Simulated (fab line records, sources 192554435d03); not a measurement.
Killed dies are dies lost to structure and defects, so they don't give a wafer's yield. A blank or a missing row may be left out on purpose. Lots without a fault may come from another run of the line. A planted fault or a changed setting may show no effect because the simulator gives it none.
Which tool did it? | flow n5_finfet | 24 lots, 72 wafers sampled, at 5 steps of a route of 1938

WHAT THE GAUGES READ, wafer by wafer
N5_GATE_CUT_INSPECT_26: inspects for defects (darkfield).
lot  | measured     | on                | raw_defect_count
L074 | day 4 15:24  | defect_inspect-02 | 22 36 23
L075 | day 4 20:04  | defect_inspect-02 | 55 43 23
L076 | day 5 03:03  | defect_inspect-02 | 123 59 47
L077 | day 5 09:11  | defect_inspect-02 | 38 50 26
L078 | day 5 20:22  | defect_inspect-02 | 49 41 35
L079 | day 5 23:52  | defect_inspect-01 | 35 21 36
L080 | day 6 07:47  | defect_inspect-02 | 34 43 34
L081 | day 6 12:47  | defect_inspect-02 | 31 13 36
L082 | day 6 19:37  | defect_inspect-01 | 20 23 22
L083 | day 6 21:57  | defect_inspect-02 | 26 33 23
L084 | day 7 07:47  | defect_inspect-02 | 37 69 80
L085 | day 7 14:40  | defect_inspect-02 | 24 44 37
L086 | day 7 20:26  | defect_inspect-01 | 34 23 15
L087 | day 7 23:48  | defect_inspect-01 | 65 48 63
L088 | day 8 07:43  | defect_inspect-01 | 19 28 25
L089 | day 8 11:00  | defect_inspect-02 | 36 39 30
L090 | day 8 15:36  | defect_inspect-02 | 46 45 34
L091 | day 9 00:00  | defect_inspect-02 | 41 63 38
L092 | day 9 05:20  | defect_inspect-02 | 38 27 31
L093 | day 9 12:59  | defect_inspect-01 | 27 33 43
L094 | day 9 14:25  | defect_inspect-02 | 27 38 57
L095 | day 9 22:01  | defect_inspect-01 | 43 42 27
L096 | day 10 12:31 | defect_inspect-01 | 19 31 28
L097 | day 10 15:17 | defect_inspect-01 | 21 31 22

N5_MOL_CONTACT_COAG_INSPECT_10: inspects for defects (brightfield).
lot  | measured     | on                | raw_defect_count
L074 | day 4 15:47  | defect_inspect-01 | 48 68 46
L075 | day 4 20:27  | defect_inspect-01 | 94 79 50
L076 | day 5 03:27  | defect_inspect-01 | 206 108 92
L077 | day 5 09:34  | defect_inspect-01 | 55 88 61
L078 | day 5 20:44  | defect_inspect-01 | 75 65 53
L079 | day 6 00:22  | defect_inspect-02 | 66 39 55
L080 | day 6 08:10  | defect_inspect-01 | 71 70 57
L081 | day 6 13:11  | defect_inspect-01 | 41 34 91
L082 | day 6 20:08  | defect_inspect-01 | 50 45 46
L083 | day 6 22:20  | defect_inspect-02 | 62 58 56
L084 | day 7 08:19  | defect_inspect-02 | 77 116 134
L085 | day 7 15:03  | defect_inspect-02 | 44 78 58
L086 | day 7 20:58  | defect_inspect-01 | 65 30 37
L087 | day 8 00:11  | defect_inspect-01 | 112 68 98
L088 | day 8 08:07  | defect_inspect-01 | 33 37 51
L089 | day 8 11:23  | defect_inspect-02 | 73 67 62
L090 | day 8 15:59  | defect_inspect-01 | 86 69 70
L091 | day 9 00:31  | defect_inspect-01 | 73 115 74
L092 | day 9 05:43  | defect_inspect-02 | 67 58 50
L093 | day 9 13:22  | defect_inspect-01 | 61 45 63
L094 | day 9 14:56  | defect_inspect-01 | 55 74 118
L095 | day 9 22:24  | defect_inspect-01 | 74 57 59
L096 | day 10 13:01 | defect_inspect-01 | 48 55 50
L097 | day 10 15:40 | defect_inspect-02 | 37 48 48

WHICH TOOL RAN EACH LOT (tool, then ch and the chambers of the sampled wafers, then the start)
lot  | N5_GATE_CUT_ETCH_28                | N5_GATE_CUT_ETCH_47               | N5_GATE_CUT_STRIP_21
L074 | rie_diel-04 ch 2,3, day 4 12:04    | rie_metal-02 ch 0,1, day 4 12:35  | plasma_asher-02 ch 0,1, day 4 12:43
L075 | rie_diel-03 ch 0,1,3, day 4 16:40  | rie_metal-01 ch 0,1, day 4 17:11  | plasma_asher-01 ch 0,1, day 4 17:19
L076 | rie_diel-03 ch 0,2,3, day 4 23:43  | rie_metal-01 ch 0,1, day 5 00:13  | plasma_asher-02 ch 0,1, day 5 00:22
L077 | rie_diel-03 ch 0,2, day 5 05:52    | rie_metal-03 ch 0,1, day 5 06:22  | plasma_asher-01 ch 0,1, day 5 06:30
L078 | rie_diel-02 ch 0,1,3, day 5 16:23  | rie_metal-02 ch 0, day 5 17:04    | plasma_asher-01 ch 0,1, day 5 17:19
L079 | rie_diel-03 ch 1,2,3, day 5 20:15  | rie_metal-02 ch 0, day 5 20:56    | plasma_asher-02 ch 0,1, day 5 21:11
L080 | rie_diel-03 ch 2,3, day 6 04:27    | rie_metal-02 ch 0,1, day 6 04:58  | plasma_asher-02 ch 0,1, day 6 05:07
L081 | rie_diel-03 ch 0,1,2, day 6 09:27  | rie_metal-01 ch 0,1, day 6 09:58  | plasma_asher-02 ch 0,1, day 6 10:07
L082 | rie_diel-04 ch 1,2,3, day 6 15:56  | rie_metal-01 ch 0,1, day 6 16:26  | plasma_asher-02 ch 1, day 6 16:35
L083 | rie_diel-02 ch 0,2,3, day 6 18:38  | rie_metal-02 ch 0,1, day 6 19:08  | plasma_asher-02 ch 0,1, day 6 19:17
L084 | rie_diel-02 ch 0,1, day 7 03:53    | rie_metal-03 ch 0,1, day 7 04:23  | plasma_asher-02 ch 0,1, day 7 04:43
L085 | rie_diel-04 ch 2,3, day 7 10:47    | rie_metal-01 ch 0, day 7 11:18    | plasma_asher-02 ch 0,1, day 7 11:26
L086 | rie_diel-03 ch 0,1,2, day 7 17:04  | rie_metal-03 ch 0,1, day 7 17:35  | plasma_asher-02 ch 0,1, day 7 17:43
L087 | rie_diel-02 ch 0,1, day 7 20:28    | rie_metal-03 ch 0,1, day 7 20:58  | plasma_asher-01 ch 0,1, day 7 21:07
L088 | rie_diel-04 ch 0,2, day 8 03:54    | rie_metal-02 ch 0,1, day 8 04:24  | plasma_asher-02 ch 0,1, day 8 04:35
L089 | rie_diel-02 ch 0,3, day 8 07:41    | rie_metal-03 ch 0,1, day 8 08:11  | plasma_asher-01 ch 0,1, day 8 08:20
L090 | rie_diel-03 ch 0,2,3, day 8 12:17  | rie_metal-02 ch 0,1, day 8 12:47  | plasma_asher-01 ch 0,1, day 8 12:55
L091 | rie_diel-04 ch 0,1,3, day 8 19:03  | rie_metal-01 ch 0,1, day 8 19:34  | plasma_asher-02 ch 0,1, day 8 19:42
L092 | rie_diel-02 ch 0,1,3, day 9 02:00  | rie_metal-02 ch 0,1, day 9 02:31  | plasma_asher-02 ch 0,1, day 9 02:40
L093 | rie_diel-04 ch 0,1,2, day 9 09:36  | rie_metal-01 ch 0,1, day 9 10:07  | plasma_asher-01 ch 0,1, day 9 10:15
L094 | rie_diel-03 ch 0,1,2, day 9 11:01  | rie_metal-03 ch 0,1, day 9 11:32  | plasma_asher-02 ch 0,1, day 9 11:40
L095 | rie_diel-02 ch 0,1,3, day 9 18:40  | rie_metal-03 ch 0,1, day 9 19:11  | plasma_asher-01 ch 0,1, day 9 19:20
L096 | rie_diel-03 ch 0,2,3, day 10 08:51 | rie_metal-01 ch 0,1, day 10 09:22 | plasma_asher-01 ch 0, day 10 09:30
L097 | rie_diel-03 ch 0,1,2, day 10 11:57 | rie_metal-01 ch 0,1, day 10 12:28 | plasma_asher-01 ch 0,1, day 10 12:36
- N5_GATE_CUT_ETCH_28: etches underlayer in N2/H2, target depth 13 nm, time 10.4 s.
- N5_GATE_CUT_ETCH_47: etches SiO2 in Cl2/BCl3, target depth 10 nm.
- N5_GATE_CUT_STRIP_21: strips in N2/H2, time 30 s.

WHAT THE TOOLS THEMSELVES READ (means of the sampled wafers that have a number; where no wafer has one, the mark that the record gives instead)
N5_GATE_CUT_ETCH_28.
lot  | tool        | drypump_motor_current_A (A) | etch_rf_on_time_s (s) | oes_product_au (a.u.) | rf_fwd_power_W (W) | rf_vpp_V (V) | showerhead_plenum_p_Torr (Torr) | throttle_valve_pct (%)
L074 | rie_diel-04 | 5.8                         | 10.60                 | 0.60                  | 819.7              | 524.0        | 2.52                            | 18.02
L075 | rie_diel-03 | 5.7                         | 10.34                 | 0.65                  | 821.8              | 522.9        | 2.51                            | 17.83
L076 | rie_diel-03 | 6.1                         | 10.30                 | 0.67                  | 819.7              | 522.2        | 2.45                            | 17.85
L077 | rie_diel-03 | 6.1                         | 10.42                 | 0.65                  | 818.4              | 520.8        | 2.44                            | 17.85
L078 | rie_diel-02 | 5.9                         | 10.55                 | 0.64                  | 818.2              | 523.5        | 2.51                            | 17.74
L079 | rie_diel-03 | 5.7                         | 10.44                 | 0.64                  | 820.3              | 522.7        | 2.50                            | 17.88
L080 | rie_diel-03 | 6.2                         | 10.40                 | 0.68                  | 819.7              | 521.8        | 2.46                            | 17.85
L081 | rie_diel-03 | 5.7                         | 10.49                 | 0.62                  | 818.8              | 522.6        | 2.49                            | 17.89
L082 | rie_diel-04 | 5.9                         | 10.47                 | 0.62                  | 817.0              | 525.4        | 2.56                            | 17.95
L083 | rie_diel-02 | 5.7                         | 10.64                 | 0.60                  | 816.6              | 523.9        | 2.55                            | 17.86
L084 | rie_diel-02 | 5.7                         | 10.47                 | 0.65                  | 818.8              | 523.2        | 2.48                            | 17.84
L085 | rie_diel-04 | 5.8                         | 10.49                 | 0.61                  | 817.2              | 522.8        | 2.51                            | 18.07
L086 | rie_diel-03 | 5.7                         | 10.42                 | 0.62                  | 819.6              | 523.0        | 2.49                            | 17.91
L087 | rie_diel-02 | 5.7                         | 10.32                 | 0.65                  | 816.3              | 520.3        | 2.42                            | 17.64
L088 | rie_diel-04 | 5.7                         | 10.54                 | 0.58                  | 817.5              | 522.5        | 2.51                            | 18.08
L089 | rie_diel-02 | 5.9                         | 10.62                 | 0.61                  | 818.3              | 523.8        | 2.57                            | 18.01
L090 | rie_diel-03 | 6.2                         | 10.44                 | 0.65                  | 818.0              | 521.4        | 2.44                            | 17.89
L091 | rie_diel-04 | 5.8                         | 10.33                 | 0.62                  | 823.0              | 525.8        | 2.56                            | 18.01
L092 | rie_diel-02 | 5.9                         | 10.30                 | 0.71                  | 821.6              | 523.0        | 2.50                            | 17.64
L093 | rie_diel-04 | 5.8                         | 10.38                 | 0.70                  | 820.8              | 524.8        | 2.55                            | 17.87
L094 | rie_diel-03 | 5.7                         | 10.32                 | 0.70                  | 819.4              | 522.2        | 2.49                            | 17.77
L095 | rie_diel-02 | 5.9                         | 10.30                 | 0.70                  | 816.9              | 521.9        | 2.50                            | 17.66
L096 | rie_diel-03 | 6.2                         | 10.49                 | 0.63                  | 820.6              | 521.3        | 2.43                            | 17.91
L097 | rie_diel-03 | 5.7                         | 10.45                 | 0.69                  | 816.4              | 522.1        | 2.48                            | 17.80

N5_GATE_CUT_ETCH_47.
lot  | tool         | drypump_motor_current_A (A) | oes_product_au (a.u.) | rf_fwd_power_W (W) | throttle_valve_pct (%)
L074 | rie_metal-02 | 6.2                         | 0.69                  | 977                | 22.67
L075 | rie_metal-01 | 5.5                         | 0.75                  | 990                | 22.76
L076 | rie_metal-01 | 5.4                         | 0.75                  | 988                | 22.77
L077 | rie_metal-03 | 6.0                         | 0.71                  | 982                | 22.58
L078 | rie_metal-02 | 6.2                         | 0.85                  | 982                | 22.67
L079 | rie_metal-02 | 6.1                         | 0.84                  | 984                | 22.69
L080 | rie_metal-02 | 6.1                         | 0.90                  | 982                | 22.60
L081 | rie_metal-01 | 5.5                         | 0.73                  | 991                | 22.77
L082 | rie_metal-01 | 5.5                         | 0.82                  | 986                | 22.71
L083 | rie_metal-02 | 6.2                         | 0.92                  | 979                | 22.50
L084 | rie_metal-03 | 6.0                         | 0.71                  | 981                | 22.58
L085 | rie_metal-01 | 5.5                         | 0.90                  | 986                | 22.67
L086 | rie_metal-03 | 6.0                         | 0.70                  | 978                | 22.59
L087 | rie_metal-03 | 6.0                         | 0.70                  | 983                | 22.58
L088 | rie_metal-02 | 6.2                         | 0.86                  | 980                | 22.59
L089 | rie_metal-03 | 6.0                         | 0.70                  | 982                | 22.59
L090 | rie_metal-02 | 6.2                         | 0.86                  | 977                | 22.60
L091 | rie_metal-01 | 5.4                         | 0.72                  | 990                | 22.78
L092 | rie_metal-02 | 6.2                         | 0.89                  | 981                | 22.52
L093 | rie_metal-01 | 5.5                         | 0.81                  | 987                | 22.74
L094 | rie_metal-03 | 6.0                         | 0.69                  | 980                | 22.60
L095 | rie_metal-03 | 5.9                         | 0.73                  | 981                | 22.60
L096 | rie_metal-01 | 5.4                         | 0.72                  | 988                | 22.79
L097 | rie_metal-01 | 5.5                         | 0.79                  | 988                | 22.73

N5_GATE_CUT_STRIP_21.
lot  | tool            | drypump_motor_current_A (A) | heater_power_w (W) | temp_c (C)
L074 | plasma_asher-02 | 5.9                         | 275                | 249.99
L075 | plasma_asher-01 | 4.8                         | 357                | 250.17
L076 | plasma_asher-02 | 5.9                         | 272                | 250.29
L077 | plasma_asher-01 | 4.8                         | 356                | 250.01
L078 | plasma_asher-01 | 4.8                         | 359                | 250.06
L079 | plasma_asher-02 | 5.9                         | 274                | 249.96
L080 | plasma_asher-02 | 5.8                         | 325                | 249.85
L081 | plasma_asher-02 | 5.9                         | 275                | 250.07
L082 | plasma_asher-02 | 6.0                         | 227                | 250.27
L083 | plasma_asher-02 | 5.8                         | 322                | 249.92
L084 | plasma_asher-02 | 5.9                         | 280                | 250.04
L085 | plasma_asher-02 | 5.9                         | 279                | 250.00
L086 | plasma_asher-02 | 5.8                         | 329                | 249.71
L087 | plasma_asher-01 | 4.8                         | 356                | 249.95
L088 | plasma_asher-02 | 5.8                         | 325                | 249.97
L089 | plasma_asher-01 | 4.8                         | 355                | 250.18
L090 | plasma_asher-01 | 4.8                         | 360                | 249.99
L091 | plasma_asher-02 | 5.9                         | 275                | 250.06
L092 | plasma_asher-02 | 5.8                         | 326                | 250.14
L093 | plasma_asher-01 | 5.0                         | 341                | 250.04
L094 | plasma_asher-02 | 5.9                         | 278                | 249.90
L095 | plasma_asher-01 | 5.0                         | 339                | 250.04
L096 | plasma_asher-01 | 5.1                         | 327                | 250.30
L097 | plasma_asher-01 | 4.8                         | 356                | 250.06

THE ANSWER, worked out from the rows above alone
Rule: what is usual is taken from the lots themselves. Put in order of their means at a reading, lots are off if they are a third of the lots or fewer, leave a main group of 4 or more, and stand apart from it by a gap of 3 or more times the standard deviation of the main group's means; of several such gaps the widest counts. A main group whose means are all the same, to the digits that the tables above print for the reading, isn't used. A lot without any number at a reading at which 4 lots or more have one is off too. The other lots that the step has rows for count as sound. The gauges are gone through in route order, then the tools' own readings, and for those a lot's mean is taken as printed above. The first step at which some lot is off is used, and at that step the reading that is off furthest; a lot without a number counts as furthest.
No lot is off at any reading shown: from this, nothing can be told.

WHAT THE SIMULATOR HAD PUT IN
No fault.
